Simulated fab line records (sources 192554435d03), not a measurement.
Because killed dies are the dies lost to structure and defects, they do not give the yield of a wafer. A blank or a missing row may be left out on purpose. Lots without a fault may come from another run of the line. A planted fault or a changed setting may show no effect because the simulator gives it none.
fab line records	flow n5_finfet	part 2 of 2: steps 5 to 6 of 6
record lots=21	wafers=63	last_day=18
route steps=1938 shown ZERO_LAYER@17 FIN_SAQP@114
lots that met no fault: from a run of the same line without faults
start_h: the number of hours between the record's first day and the start of the first shown wafer of the lot	wait_h: how many hours have passed since the lot's step before this one	" the same as in the row above	L1.1+2: a row that stands for several wafers	- either no value or no given start	* or withheld: withheld	< > ~ a bound
route shown NAME@n: a module of which the file shows steps, and the number in the route of the first	usual: mean/standard deviation of fault-free wafers	same: alike in all rows	chamber/n: place in a boat	sites: the reading at each site	_std_site: how widely they spread, as a standard deviation	_edge_site: inner sites' mean taken away from outer sites' mean	radius_mm: for every site, how far away it sits from the centre of the wafer	mask NAME#n: copy n	behind: tool/chamber where the wafer was last shaped	hold: cause of the lot's hold/its duration in hours/its outcome	device: transistor that didn't switch, given as n, p or np	end of line: tests of these same wafers at the route's end	where a step has no rows: the recipe by itself	killed: dies lost to structure and defects at the first sort, not the wafer's yield	map: a wafer's dies, x killed, . not, _ none there
set.NAME: the setting the step ran with; set.NAME@STEP: the setting that earlier step ran with	model.NAME: the simulator's own value behind a step, which no gauge read
the route's steps for a sample of lots (tables are steps, rows are wafers)
services: when a tool's chamber went out of use (start_h, in hours from the record's first day, below 0 if earlier), for how many hours, and the reason
## steps
# step N5_FIN_SAQP_STRIP_77
# recipe chemistry=N2/H2	time_s=90	power_w=100	temp_c=40	pressure_mtorr=100	rf_frequency_hz=6e+07	bias_power_w=3	n2_flow_sccm=300	h2_flow_sccm=300
# usual drypump_motor_current_A=5.6/0.5	h2_flow_sccm=299.8/0.93	oes_product_au=0.77/0.089	rf_vpp_V=45.4/0.81	showerhead_plenum_p_Torr=3.37/0.1	throttle_valve_pct=12.27/0.29
lot.wafer	tool	chamber	start_h	wait_h	drypump_motor_current_A	h2_flow_sccm	oes_product_au	rf_hours_counter_h	rf_vpp_V	showerhead_plenum_p_Torr	throttle_valve_pct
L074.2	rie_diel-02	0	25.61	0.0	5.1	299.9	0.73	163	43.4	3.23	12.44
L074.3	"	3	"	"	5.3	300.2	0.71	227	46.7	3.19	12.29
L074.4	"	2	"	"	5.2	299.8	0.97	4	45.0	3.34	11.97
L075.1	rie_diel-04	2	32.76	0.0	5.1	301.0	0.74	212	46.0	3.35	12.38
L075.4	"	3	"	"	6.2	301.0	0.72	209	45.0	3.35	12.23
L075.6	"	2	"	"	5.1	302.0	0.74	-	45.8	3.35	12.37
L076.2	rie_diel-03	2	38.56	0.0	5.9	298.0	0.74	168	45.6	3.37	12.35
L076.3	"	1	"	"	5.3	299.3	0.89	25	46.1	3.30	11.72
L076.5	"	1	"	"	5.3	299.7	0.90	-	45.6	3.30	11.70
L077.2	rie_diel-03	1	44.42	0.0	5.3	299.4	0.90	27	46.8	3.30	11.74
L077.4	"	0	"	"	6.1	300.1	0.67	244	45.7	3.33	12.80
L077.5	"	1	"	"	5.3	299.5	0.89	-	44.6	3.30	11.72
L079.2	rie_diel-03	2	59.43	0.0	5.9	297.8	0.73	175	44.0	3.37	12.35
L079.4	"	3	"	"	5.2	301.0	0.78	100	45.0	3.56	12.20
L079.6	"	3	"	"	5.2	301.7	0.78	-	44.2	3.56	12.21
L080.4	rie_diel-04	1	64.90	0.0	6.0	298.3	0.76	156	46.0	3.50	12.48
L080.5	"	3	"	"	6.2	301.1	0.72	-	45.6	3.34	12.27
L080.6	"	2	"	"	5.1	298.8	0.73	-	44.7	3.34	12.40
L081.3	rie_diel-04	0	70.58	0.0	5.0	299.5	0.70	214	44.6	3.38	12.65
L081.5	"	1	"	"	6.0	301.0	0.76	-	46.2	3.50	12.49
L081.6	"	2	"	"	5.1	300.5	0.73	-	45.1	3.34	12.41
L082.1	rie_diel-04	1	75.24	0.0	6.0	297.3	0.77	159	46.6	3.50	12.48
L082.2	"	2	"	"	5.1	299.9	0.73	227	44.9	3.34	12.42
L082.3	"	3	"	"	6.2	300.3	0.71	223	44.6	3.34	12.27
L083.1	rie_diel-04	3	80.33	0.0	6.2	300.1	0.71	225	46.0	3.34	12.28
L083.3	"	0	"	"	5.0	300.4	0.70	218	44.5	3.38	12.67
L083.4	"	3	"	"	6.2	299.1	0.71	-	45.4	3.34	12.27
L084.3	rie_diel-02	1	88.27	0.0	6.4	298.8	0.70	223	45.3	3.33	12.09
L084.4	"	2	"	"	5.2	300.3	0.90	-	44.4	3.33	12.00
L084.6	"	1	"	"	6.5	297.9	0.71	-	44.8	3.33	12.08
L085.2	rie_diel-02	1	92.81	0.0	6.4	300.1	0.70	224	45.2	3.33	12.07
L085.4	"	2	"	"	5.2	299.5	0.91	-	46.2	3.32	12.01
L085.6	"	1	"	"	6.4	300.5	0.70	-	44.9	3.33	12.09
L086.1	rie_diel-04	0	100.19	0.0	4.9	300.9	0.70	227	45.5	3.37	12.69
L086.2	"	2	"	"	5.1	298.9	0.70	236	45.2	3.33	12.44
L086.4	"	1	"	"	6.0	299.6	0.76	166	45.2	3.50	12.49
L087.1	rie_diel-03	1	105.18	0.0	5.3	299.9	0.86	50	44.8	3.29	11.77
L087.3	"	3	"	"	5.2	298.9	0.76	118	45.1	3.55	12.26
L087.6	"	0	"	"	6.1	298.1	0.95	-	45.6	3.32	12.19
L088.2	rie_diel-03	1	110.58	0.0	5.3	300.5	0.86	51	45.0	3.29	11.78
L088.3	"	3	"	"	5.2	300.3	0.76	119	45.9	3.54	12.26
L088.6	"	2	"	"	5.9	301.6	0.72	-	44.7	3.36	12.41
L089.1	rie_diel-02	2	117.77	0.0	5.1	301.4	0.88	37	45.9	3.32	12.02
L089.2	"	3	"	"	5.3	298.6	0.99	6	46.5	3.57	11.71
L089.3	"	1	"	"	6.4	300.1	0.70	234	44.6	3.33	12.10
L090.1	rie_diel-02	2	122.00	0.0	5.1	300.1	0.88	38	44.1	3.32	12.03
L090.2	"	1	"	"	6.5	299.0	0.70	235	45.6	3.33	12.10
L090.3	"	0	"	"	5.1	301.0	0.72	197	46.0	3.21	12.55
L091.1	rie_diel-02	2	127.92	0.0	5.1	301.4	0.88	40	47.7	3.32	12.07
L091.2	"	1	"	"	6.4	298.6	0.68	237	46.0	3.32	12.13
L091.6	"	3	"	"	5.3	299.6	0.97	-	46.5	3.57	11.73
L092.4	rie_diel-02	1	133.50	0.0	6.4	299.1	0.69	238	45.0	3.32	12.11
L092.5	"	0	"	"	5.1	301.0	0.71	-	46.2	3.21	12.57
L092.6	"	1	"	"	6.4	299.2	0.69	-	46.7	3.32	12.09
L094.3	rie_diel-04	3	146.71	0.0	6.2	299.6	0.69	251	44.5	3.33	12.35
L094.4	"	0	"	"	5.0	299.3	0.68	-	46.6	3.36	12.72
L094.6	"	3	"	"	6.2	300.9	0.69	-	46.2	3.33	12.37
L095.2	rie_diel-02	3	151.43	0.0	5.3	299.3	0.95	18	45.9	3.57	11.74
L095.3	"	2	"	"	5.2	300.0	0.87	49	45.1	3.31	12.08
L095.6	"	3	"	"	5.3	298.4	0.94	-	46.2	3.57	11.77
L097.1	rie_diel-03	1	164.56	0.0	5.3	299.7	0.82	67	45.8	3.28	11.81
L097.2	"	3	"	"	5.2	299.0	0.74	141	46.4	3.53	12.31
L097.4	"	2	"	"	5.9	299.2	0.70	-	44.7	3.35	12.46
# step N5_FIN_SAQP_INSPECT_40
# recipe inspect_instrument=brightfield	mode=aei
# usual raw_defect_count=216/68
lot.wafer	tool	chamber	start_h	wait_h	raw_defect_count
L074.2	defect_inspect-02	-	26.06	0.0	230
L074.3	"	-	"	"	178
L074.4	"	-	"	"	141
L075.1	defect_inspect-02	-	33.21	0.0	117
L075.4	"	-	"	"	60
L075.6	"	-	"	"	104
L076.2	defect_inspect-02	-	39.01	0.0	208
L076.3	"	-	"	"	162
L076.5	"	-	"	"	229
L077.2	defect_inspect-02	-	44.87	0.0	109
L077.4	"	-	"	"	171
L077.5	"	-	"	"	137
L079.2	defect_inspect-02	-	59.87	0.0	233
L079.4	"	-	"	"	226
L079.6	"	-	"	"	401
L080.4	defect_inspect-01	-	65.35	0.0	154
L080.5	"	-	"	"	164
L080.6	"	-	"	"	117
L081.3	defect_inspect-01	-	71.03	0.0	238
L081.5	"	-	"	"	207
L081.6	"	-	"	"	203
L082.1	defect_inspect-02	-	75.68	0.0	273
L082.2	"	-	"	"	229
L082.3	"	-	"	"	416
L083.1	defect_inspect-01	-	80.77	0.0	203
L083.3	"	-	"	"	223
L083.4	"	-	"	"	214
L084.3	defect_inspect-01	-	88.72	0.0	246
L084.4	"	-	"	"	230
L084.6	"	-	"	"	300
L085.2	defect_inspect-01	-	93.25	0.0	236
L085.4	"	-	"	"	271
L085.6	"	-	"	"	227
L086.1	defect_inspect-02	-	100.63	0.0	168
L086.2	"	-	"	"	329
L086.4	"	-	"	"	248
L087.1	defect_inspect-02	-	105.63	0.0	167
L087.3	"	-	"	"	164
L087.6	"	-	"	"	151
L088.2	defect_inspect-02	-	111.02	0.0	272
L088.3	"	-	"	"	200
L088.6	"	-	"	"	356
L089.1	defect_inspect-02	-	118.21	0.0	369
L089.2	"	-	"	"	255
L089.3	"	-	"	"	255
L090.1	defect_inspect-01	-	122.45	0.0	263
L090.2	"	-	"	"	166
L090.3	"	-	"	"	175
L091.1	defect_inspect-02	-	128.37	0.0	265
L091.2	"	-	"	"	156
L091.6	"	-	"	"	272
L092.4	defect_inspect-01	-	133.94	0.0	275
L092.5	"	-	"	"	242
L092.6	"	-	"	"	425
L094.3	defect_inspect-02	-	147.17	0.0	240
L094.4	"	-	"	"	193
L094.6	"	-	"	"	214
L095.2	defect_inspect-01	-	151.88	0.0	208
L095.3	"	-	"	"	121
L095.6	"	-	"	"	219
L097.1	defect_inspect-01	-	165.00	0.0	140
L097.2	"	-	"	"	219
L097.4	"	-	"	"	116
## services
tool	chamber	start_h	hours	kind
rie_diel-02	2	1.32	-	clean
rie_diel-02	2	1.32	-	consumable_replace:focus_ring
rie_diel-02	2	1.32	15.4	scheduled_down
rie_diel-02	2	1.32	15.4	vent_cycle
rie_diel-02	1	3.75	3.2	repair
rie_si-04	1	15.84	10.1	repair
rie_si-03	-	26.22	1.2	repair
rie_si-02	1	26.48	19.3	repair
rie_si-03	3	30.37	5.1	repair
rie_si-03	1	39.23	1.2	repair
rie_si-02	-	43.05	3.5	repair
rie_si-03	1	59.21	1.6	repair
rie_diel-03	0	63.04	1.6	repair
plasma_asher-02	-	63.86	1.7	repair
rie_si-03	2	75.40	5.5	repair
plasma_asher-02	-	78.70	2.8	pm
rie_si-02	-	83.60	2.8	pm
plasma_asher-01	-	85.79	3.2	repair
rie_diel-02	3	87.23	-	clean
rie_diel-02	3	87.23	-	consumable_replace:focus_ring
rie_diel-02	3	87.23	-	consumable_replace:showerhead
rie_diel-02	3	87.23	14.4	scheduled_down
rie_si-03	2	98.76	11.3	repair
rie_diel-03	1	129.58	13.2	repair
